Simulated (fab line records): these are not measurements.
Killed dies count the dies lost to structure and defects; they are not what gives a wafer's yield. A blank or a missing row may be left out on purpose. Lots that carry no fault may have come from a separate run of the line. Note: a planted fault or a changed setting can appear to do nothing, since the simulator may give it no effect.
Matching of chambers    flow n5-finfet    rie-diel-06 running N5_BEOL_M0_CUTY_DESCUM_61: 4 sister chambers
The step chemistry O2, time 7.9 s. 8 wafers are shown with their chamber, then 8 later ones without.

== WAFERS WITH THEIR CHAMBER ==
wafer   chamber  showerhead-plenum-p-Torr (Torr)  drypump-motor-current-A (A)
L085.1  2        2.22                             5.2
L085.5  2        2.22                             5.2
L090.1  0        2.09                             5.3
L090.3  3        2.16                             5.1
L092.1  3        2.16                             5.1
L092.4  1        1.97                             6.1
L092.5  0        2.09                             5.3
L094.2  1        1.96                             6.2

== WAFERS MISSING THEIR CHAMBER ==
wafer   showerhead-plenum-p-Torr (Torr)  drypump-motor-current-A (A)
L094.3  2.16                             5.1
L094.6  1.96                             6.2
L095.2  2.21                             5.3
L095.4  1.96                             6.1
L095.5  2.08                             5.3
L097.2  2.21                             5.3
L097.3  2.08                             5.3
L097.5  2.21                             5.3

== EACH ONE'S CHAMBER ==
wafer   from the rows above  in truth
L094.3  3                    3
L094.6  1                    1
L095.2  2                    2
L095.4  1                    1
L095.5  0                    0
L097.2  2                    2
L097.3  0                    0
L097.5  2                    2
Placed correctly: 8 of 8. Not placeable from these rows: 0. Wrongly placed: 0.
How it was worked out, from the rows above alone: a wafer's distance from a chamber is the root of the sum, over the readings, of the square of ((its reading less the chamber's mean) divided by the reading's scatter). If the next closest chamber is less than 2 further off than the closest, the wafer can't be placed; otherwise it belongs to the closest. A chamber's mean is the mean of its shown wafers. How the scatter is found: for the shown wafers, subtract from each reading the mean of its chamber, square and add these, divide the total by (wafers less chambers), then take the root.
